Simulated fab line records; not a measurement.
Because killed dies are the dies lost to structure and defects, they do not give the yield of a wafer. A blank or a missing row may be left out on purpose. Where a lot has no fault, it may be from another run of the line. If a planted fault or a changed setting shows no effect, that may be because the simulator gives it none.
Chamber matching	flow n5_finfet	rie_diel-03 running N5_BEOL_M3_DESCUM_33: 4 sister chambers
The step chemistry O2, time 7 s. 8 wafers are shown with their chamber, then 9 later ones without.

WAFERS WITH THEIR CHAMBER
wafer	chamber	showerhead_plenum_p_Torr (Torr)	throttle_valve_pct (%)
L075.6	0	2.03	20.08
L079.4	2	2.00	20.47
L081.3	2	1.99	20.45
L081.5	1	2.08	20.18
L081.6	0	2.02	20.10
L085.2	3	2.17	20.43
L085.3	1	2.08	20.18
L085.5	3	2.17	20.44

WAFERS WITH NO CHAMBER GIVEN
wafer	showerhead_plenum_p_Torr (Torr)	throttle_valve_pct (%)
L089.4	2.02	20.13
L089.5	2.02	20.13
L089.6	2.16	20.44
L091.3	1.99	20.48
L091.5	2.16	20.45
L091.6	2.02	20.13
L096.1	2.08	20.21
L096.2	2.16	20.46
L096.5	2.16	20.48

WHICH CHAMBER EACH ONE RAN IN
wafer	from the rows above	in truth
L089.4	0	0
L089.5	0	0
L089.6	3	3
L091.3	2	2
L091.5	3	3
L091.6	0	0
L096.1	1	1
L096.2	3	3
L096.5	3	3
Correctly placed: 9 of 9. Left unplaced by these rows: 0. Placed wrongly: 0.
How it was worked out, from the rows above alone: a wafer's distance from a chamber is the root of the sum, over the readings, of the square of ((its reading less the chamber's mean) divided by the reading's scatter). The wafer belongs to the nearest chamber; if the next one is less than 2 further off, it can't be placed. Each chamber's mean is taken over the wafers shown for it. The scatter: take each reading less its chamber's mean, square it, sum over the shown wafers, divide by the number of wafers less the number of chambers, and take the root.
